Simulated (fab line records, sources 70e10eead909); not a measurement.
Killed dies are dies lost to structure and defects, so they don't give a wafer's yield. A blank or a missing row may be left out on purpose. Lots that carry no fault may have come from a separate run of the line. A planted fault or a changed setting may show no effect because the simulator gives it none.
Which tool is to blame?	flow nandHarc	72 wafers from 24 lots sampled at 6 of the route's 1302 steps

WHAT THE GAUGES SHOWED, per wafer
No reading from a measuring or inspecting step in the record can be judged against a usual standard deviation.

EACH LOT AND THE TOOL THAT RAN IT (in order: tool; ch and the chambers of the sampled wafers; start)
lot	NHARC_A_CHANNEL_FILL_D2_CMP_10	NHARC_A_STAIRCASE_DESCUM_11	NHARC_A_STAIRCASE_TRIM_20	NHARC_A_STAIRCASE_ETCH_190	NHARC_A_STAIRCASE_ETCH_192	NHARC_A_STAIRCASE_TRIM_193
L074	cmp-04 ch 0,1,3, day 15 22:32	rieDiel-02 ch 0,1,3, day 16 01:56	rieDiel-02 ch 0,1, day 16 03:14	rieDiel-03 ch 0,1,2, no start	rieDiel-03 ch 0,1,3, no start	rieDiel-03 ch 1,2,3, no start
L076	cmp-04 ch 2,3, day 16 10:55	rieDiel-03 ch 0,1, day 16 14:35	rieDiel-03 ch 0,1,3, day 16 15:49	rieDiel-02 ch 1,2,3, no start	rieDiel-02 ch 1,2,3, no start	rieDiel-02 ch 0,2,3, no start
L075	cmp-01 ch 1,2,3, day 16 10:55	rieDiel-11 ch 0,3, day 16 14:17	rieDiel-11 ch 2,3, day 16 15:25	rieDiel-11 ch 0,1,3, no start	rieDiel-11 ch 1,2, no start	rieDiel-11 ch 1,2,3, no start
L077	cmp-03 ch 0,1,2, day 16 17:51	rieDiel-11 ch 1,2,3, day 16 21:21	rieDiel-11 ch 0,1,2, day 16 22:27	rieDiel-02 ch 0,1,3, no start	rieDiel-02 ch 0,1,3, no start	rieDiel-02 ch 0,1,2, no start
L078	cmp-03 ch 1,2,3, day 17 12:32	rieDiel-03 ch 0,1,3, day 17 21:04	rieDiel-02 ch 0,1,2, day 17 22:10	rieDiel-11 ch 0,1,3, no start	rieDiel-11 ch 0,1,3, no start	rieDiel-11 ch 1,2,3, no start
L079	cmp-03 ch 2,3, day 18 02:11	rieDiel-02 ch 0,1, day 18 06:02	rieDiel-03 ch 0,1,2, day 18 07:11	rieDiel-11 ch 0,1, no start	rieDiel-11 ch 0,1, no start	rieDiel-11 ch 0,1,2, no start
L080	cmp-01 ch 1,2, day 19 00:28	rieDiel-02 ch 0,1, day 19 04:08	rieDiel-02 ch 0,1,3, day 19 05:17	rieDiel-02 ch 1,2,3, no start	rieDiel-02 ch 0,3, no start	rieDiel-02 ch 2,3, no start
L081	cmp-04 ch 0,1, day 19 05:41	rieDiel-02 ch 0,1,3, day 19 09:03	rieDiel-02 ch 1,2, day 19 10:10	rieDiel-02 ch 1,2,3, no start	rieDiel-02 ch 1,2,3, no start	rieDiel-02 ch 0,1,2, no start
L082	cmp-04 ch 0,1,3, day 19 16:58	rieDiel-11 ch 1,3, day 19 20:41	rieDiel-02 ch 0,2, day 19 21:57	rieDiel-02 ch 1,2,3, no start	rieDiel-02 ch 0,1,2, no start	rieDiel-02 ch 2,3, no start
L084	cmp-01 ch 0,2,3, day 19 16:59	rieDiel-03 ch 0,1,2, day 19 20:29	rieDiel-03 ch 0,1, day 19 21:37	rieDiel-03 ch 0,3, no start	rieDiel-03 ch 0,3, no start	rieDiel-03 ch 0,1,2, no start
L083	cmp-01 ch 0,1,2, day 19 22:24	rieDiel-03 ch 0,2,3, day 20 01:49	rieDiel-11 ch 0,1,3, day 20 04:14	rieDiel-11 ch 0,1,2, no start	rieDiel-11 ch 0,1,2, no start	rieDiel-11 ch 0,2,3, no start
L086	cmp-01 ch 0,1,3, day 20 12:21	rieDiel-11 ch 1,2,3, day 20 16:02	rieDiel-11 ch 1,2, day 20 17:16	rieDiel-11 ch 1,3, no start	rieDiel-11 ch 0,1,2, no start	rieDiel-11 ch 0,2, no start
L085	cmp-03 ch 0,1,3, day 20 12:22	rieDiel-11 ch 1,2,3, day 20 15:43	rieDiel-03 ch 0,1,3, day 20 16:58	rieDiel-03 ch 0,1,3, no start	rieDiel-03 ch 1,2,3, no start	rieDiel-03 ch 0,2,3, no start
L087	cmp-04 ch 1,2,3, day 20 18:17	rieDiel-03 ch 0,2, day 20 21:48	rieDiel-03 ch 1,2,3, day 20 23:01	rieDiel-03 ch 0,1, no start	rieDiel-03 ch 0,2,3, no start	rieDiel-03 ch 0,1,2, no start
L089	cmp-03 ch 1,3, day 22 05:08	rieDiel-11 ch 0,2,3, day 22 08:59	rieDiel-03 ch 1,3, day 22 10:11	rieDiel-11 ch 1,2, no start	rieDiel-11 ch 1,2, no start	rieDiel-11 ch 1,3, no start
L088	cmp-01 ch 0,2,3, day 22 05:11	rieDiel-02 ch 2,3, day 22 08:42	rieDiel-02 ch 1,2,3, day 22 09:52	rieDiel-02 ch 0,1, no start	rieDiel-02 ch 0,1,2, no start	rieDiel-02 ch 0,2,3, no start
L091	cmp-04 ch 0,1,2, day 22 11:40	rieDiel-02 ch 1,2,3, day 22 15:08	rieDiel-11 ch 1,2,3, day 22 16:14	rieDiel-03 ch 0,2,3, no start	rieDiel-03 ch 0,1,3, no start	rieDiel-03 ch 0,2,3, no start
L090	cmp-01 ch 1,3, day 22 15:28	rieDiel-02 ch 1,2, day 22 20:34	rieDiel-02 ch 0,1,2, day 22 21:42	rieDiel-11 ch 1,2,3, no start	rieDiel-11 ch 1,3, no start	rieDiel-11 ch 1,2, no start
L092	cmp-01 ch 1,2,3, day 23 01:35	rieDiel-03 ch 0,3, day 23 05:14	rieDiel-02 ch 0,1,3, day 23 06:32	rieDiel-02 ch 1,3, no start	rieDiel-02 ch 1,3, no start	rieDiel-02 ch 1,3, no start
L093	cmp-03 ch 0,1,2, day 23 23:16	rieDiel-02 ch 1,2,3, day 24 03:21	rieDiel-02 ch 1,2,3, day 24 04:31	rieDiel-02 ch 0,2,3, no start	rieDiel-02 ch 0,2,3, no start	rieDiel-02 ch 0,2,3, no start
L094	cmp-01 ch 2,3, day 24 04:55	rieDiel-11 ch 1,3, day 24 08:17	rieDiel-03 ch 0,2,3, day 24 09:35	rieDiel-02 ch 0,1, no start	rieDiel-02 ch 1,2, no start	rieDiel-02 ch 0,2,3, no start
L095	cmp-03 ch 0,2, day 24 13:03	rieDiel-11 ch 0,1,2, day 24 17:08	rieDiel-11 ch 2,3, day 24 18:14	rieDiel-03 ch 0,1,2, no start	rieDiel-03 ch 2,3, no start	rieDiel-03 ch 1,2, no start
L096	cmp-01 ch 0,1,3, day 24 13:06	rieDiel-03 ch 1,3, day 24 16:51	rieDiel-02 ch 1,3, day 24 17:58	rieDiel-11 ch 1,2, no start	rieDiel-11 ch 0,1,2, no start	rieDiel-11 ch 0,2, no start
L097	cmp-04 ch 0,1,2, day 24 23:14	rieDiel-11 ch 0,2,3, day 25 03:08	rieDiel-02 ch 0,1,2, day 25 05:00	rieDiel-02 ch 0,1,2, no start	rieDiel-02 ch 0,2,3, no start	rieDiel-02 ch 0,2,3, no start
- NHARC_A_CHANNEL_FILL_D2_CMP_10: polishes, target thk 150 nm.
- NHARC_A_STAIRCASE_DESCUM_11: chemistry O2, time 3 s.
- NHARC_A_STAIRCASE_TRIM_20: chemistry O2, time 211.2 s.
- NHARC_A_STAIRCASE_ETCH_190: etches the open film in C4F8/O2, target depth 100 nm, time 40.5 s.
- NHARC_A_STAIRCASE_ETCH_192: etches the open film in C4F8/O2, target depth 100 nm, time 40.5 s.
- NHARC_A_STAIRCASE_TRIM_193: chemistry O2, time 211.2 s.

WHAT THE TOOLS THEMSELVES READ (means of the sampled wafers that have a number; where no wafer has one, the mark that the record gives instead)
NHARC_A_CHANNEL_FILL_D2_CMP_10.
lot	tool	motorCurrentA (A)	retainingRingPressureFrac	timeToEndpointS (s)
L074	cmp-04	12.5	0.995	15.2
L076	cmp-04	12.5	1.004	13.5
L075	cmp-01	11.3	1.000	15.5
L077	cmp-03	12.7	0.998	13.5
L078	cmp-03	12.8	0.997	15.7
L079	cmp-03	13.0	0.996	13.6
L080	cmp-01	10.8	0.997	13.9
L081	cmp-04	12.5	1.002	19.1
L082	cmp-04	12.1	1.001	15.2
L084	cmp-01	11.3	1.001	16.3
L083	cmp-01	11.0	1.001	17.4
L086	cmp-01	11.4	0.998	13.2
L085	cmp-03	11.7	0.999	13.8
L087	cmp-04	12.9	1.000	15.9
L089	cmp-03	12.2	1.004	15.1
L088	cmp-01	11.8	1.001	17.4
L091	cmp-04	12.9	1.002	16.7
L090	cmp-01	11.8	1.002	15.2
L092	cmp-01	11.6	0.996	17.6
L093	cmp-03	12.4	1.005	12.2
L094	cmp-01	11.5	1.003	14.3
L095	cmp-03	12.8	1.000	11.6
L096	cmp-01	11.4	1.007	13.3
L097	cmp-04	13.0	1.001	16.3

NHARC_A_STAIRCASE_DESCUM_11.
lot	tool	drypumpMotorCurrentA (A)	oesProductAu (a.u.)	rfVppV (V)	showerheadPlenumPTorr (Torr)	throttleValvePct (%)
L074	rieDiel-02	5.5	0.994	58.7	1.96	11.305
L076	rieDiel-03	5.8	0.980	57.7	1.82	11.326
L075	rieDiel-11	6.2	0.995	56.8	1.85	11.305
L077	rieDiel-11	5.6	0.998	57.2	1.81	11.309
L078	rieDiel-03	5.7	0.997	57.4	1.85	11.311
L079	rieDiel-02	5.9	0.996	58.6	2.02	11.313
L080	rieDiel-02	5.6	0.998	57.6	1.97	11.307
L081	rieDiel-02	5.6	1.007	57.5	1.95	11.311
L082	rieDiel-11	5.7	1.006	57.8	1.80	11.304
L084	rieDiel-03	5.8	0.988	57.1	1.86	11.300
L083	rieDiel-03	5.5	0.995	57.8	1.90	11.301
L086	rieDiel-11	5.6	1.006	57.4	1.81	11.317
L085	rieDiel-11	5.6	1.002	56.7	1.80	11.306
L087	rieDiel-03	5.9	0.981	58.7	1.91	11.313
L089	rieDiel-11	5.8	0.998	57.3	1.83	11.316
L088	rieDiel-02	5.0	1.000	57.1	1.88	11.309
L091	rieDiel-02	5.4	0.997	57.6	1.93	11.312
L090	rieDiel-02	5.4	0.991	57.7	1.94	11.303
L092	rieDiel-03	5.4	0.995	58.2	1.88	11.312
L093	rieDiel-02	5.5	0.991	58.4	1.93	11.311
L094	rieDiel-11	5.8	1.007	58.0	1.79	11.318
L095	rieDiel-11	5.7	1.006	57.3	1.81	11.315
L096	rieDiel-03	5.6	0.992	58.5	1.99	11.310
L097	rieDiel-11	5.8	0.997	57.8	1.83	11.317

NHARC_A_STAIRCASE_TRIM_20.
lot	tool	drypumpMotorCurrentA (A)	oesProductAu (a.u.)	rfVppV (V)	showerheadPlenumPTorr (Torr)	throttleValvePct (%)
L074	rieDiel-02	5.9	0.985	57.3	3.71	17.041
L076	rieDiel-03	5.7	0.987	58.3	3.43	17.040
L075	rieDiel-11	5.7	0.993	57.5	3.39	17.036
L077	rieDiel-11	5.7	0.995	57.3	3.38	17.034
L078	rieDiel-02	5.5	0.998	58.4	3.62	17.040
L079	rieDiel-03	5.8	0.977	57.8	3.44	17.040
L080	rieDiel-02	5.5	1.003	57.3	3.59	17.035
L081	rieDiel-02	5.8	0.985	57.6	3.68	17.043
L082	rieDiel-02	5.1	0.992	56.8	3.53	17.027
L084	rieDiel-03	5.9	0.984	57.1	3.35	17.055
L083	rieDiel-11	5.9	1.007	57.6	3.36	17.040
L086	rieDiel-11	5.4	1.006	57.2	3.35	17.040
L085	rieDiel-03	5.7	0.989	57.5	3.60	17.030
L087	rieDiel-03	5.5	0.990	59.1	3.59	17.043
L089	rieDiel-03	5.3	0.994	57.4	3.57	17.025
L088	rieDiel-02	5.5	0.995	57.7	3.56	17.030
L091	rieDiel-11	5.6	1.016	57.2	3.34	17.041
L090	rieDiel-02	5.4	0.989	57.0	3.59	17.037
L092	rieDiel-02	5.6	0.993	57.2	3.57	17.030
L093	rieDiel-02	5.5	0.995	58.6	3.55	17.028
L094	rieDiel-03	5.6	1.000	58.1	3.48	17.038
L095	rieDiel-11	5.7	1.010	57.3	3.35	17.038
L096	rieDiel-02	5.5	0.998	57.3	3.52	17.028
L097	rieDiel-02	5.5	1.000	58.1	3.59	17.049

NHARC_A_STAIRCASE_ETCH_190.
lot	tool	oesProductAu (a.u.)	rfVppV (V)
L074	rieDiel-03	0.924	893
L076	rieDiel-02	0.944	898
L075	rieDiel-11	0.930	891
L077	rieDiel-02	0.954	898
L078	rieDiel-11	0.940	890
L079	rieDiel-11	0.939	891
L080	rieDiel-02	0.942	898
L081	rieDiel-02	0.946	898
L082	rieDiel-02	0.944	898
L084	rieDiel-03	0.934	894
L083	rieDiel-11	0.953	890
L086	rieDiel-11	0.941	889
L085	rieDiel-03	0.927	898
L087	rieDiel-03	0.942	903
L089	rieDiel-11	0.941	888
L088	rieDiel-02	0.938	901
L091	rieDiel-03	0.930	894
L090	rieDiel-11	0.935	888
L092	rieDiel-02	0.938	896
L093	rieDiel-02	0.942	894
L094	rieDiel-02	0.938	901
L095	rieDiel-03	0.938	898
L096	rieDiel-11	0.945	888
L097	rieDiel-02	0.938	899

NHARC_A_STAIRCASE_ETCH_192.
lot	tool	oesProductAu (a.u.)	rfVppV (V)
L074	rieDiel-03	0.938	893
L076	rieDiel-02	0.951	898
L075	rieDiel-11	0.940	889
L077	rieDiel-02	0.951	899
L078	rieDiel-11	0.948	889
L079	rieDiel-11	0.942	890
L080	rieDiel-02	0.939	894
L081	rieDiel-02	0.946	897
L082	rieDiel-02	0.938	899
L084	rieDiel-03	0.940	894
L083	rieDiel-11	0.947	890
L086	rieDiel-11	0.950	891
L085	rieDiel-03	0.941	898
L087	rieDiel-03	0.936	895
L089	rieDiel-11	0.947	889
L088	rieDiel-02	0.922	899
L091	rieDiel-03	0.944	899
L090	rieDiel-11	0.939	888
L092	rieDiel-02	0.938	900
L093	rieDiel-02	0.944	893
L094	rieDiel-02	0.933	900
L095	rieDiel-03	0.940	893
L096	rieDiel-11	0.941	890
L097	rieDiel-02	0.944	895

NHARC_A_STAIRCASE_TRIM_193.
lot	tool	drypumpMotorCurrentA (A)	oesProductAu (a.u.)	rfVppV (V)	showerheadPlenumPTorr (Torr)	throttleValvePct (%)
L074	rieDiel-03	5.5	0.989	56.7	3.43	17.043
L076	rieDiel-02	5.1	1.000	57.1	3.51	17.039
L075	rieDiel-11	5.6	0.998	57.7	3.36	17.035
L077	rieDiel-02	5.4	0.994	58.0	3.62	17.037
L078	rieDiel-11	5.6	0.992	56.9	3.35	17.033
L079	rieDiel-11	5.7	0.999	56.9	3.38	17.031
L080	rieDiel-02	5.2	1.002	57.8	3.46	17.037
L081	rieDiel-02	5.4	0.997	58.2	3.61	17.034
L082	rieDiel-02	5.1	1.001	57.9	3.49	17.036
L084	rieDiel-03	5.8	0.992	58.0	3.43	17.028
L083	rieDiel-11	5.8	1.000	58.0	3.40	17.043
L086	rieDiel-11	6.0	0.998	56.3	3.42	17.034
L085	rieDiel-03	5.6	0.994	57.7	3.50	17.029
L087	rieDiel-03	5.8	0.985	57.8	3.61	17.037
L089	rieDiel-11	5.7	1.008	58.3	3.30	17.042
L088	rieDiel-02	5.1	1.003	57.5	3.49	17.032
L091	rieDiel-03	5.6	0.997	57.7	3.49	17.027
L090	rieDiel-11	5.5	1.014	57.2	3.31	17.034
L092	rieDiel-02	5.9	0.986	57.6	3.64	17.031
L093	rieDiel-02	5.1	0.994	57.7	3.48	17.041
L094	rieDiel-02	5.2	0.997	56.7	3.48	17.029
L095	rieDiel-03	5.6	0.987	58.2	3.59	17.038
L096	rieDiel-11	5.6	1.002	57.6	3.39	17.049
L097	rieDiel-02	5.1	0.997	57.8	3.47	17.022

THE ANSWER, worked out from the rows above alone
Rule: the usual values come from the lots themselves. The widest of any qualifying gaps counts: lots, ordered by their means at a reading, are off when they make up no more than a third of the lots, leave a main group of 4 or more, and stand apart from it by 3 or more times the standard deviation of that group's means. If all means in a main group match to the digits the tables above print for the reading, that group is not used. Also off: a lot with no number at a reading for which 4 or more lots have one. Where the step has rows for the other lots, those lots are counted as sound. Order of review: gauges by route order, followed by the tools' own readings, for which a lot's mean as printed above is used. At the first step where some lot is off, the reading lying furthest off is the one used; lots without a number count as furthest.
Nothing can be told from this: no lot is off at any reading shown.

WHAT HAD BEEN PUT IN BY THE SIMULATOR
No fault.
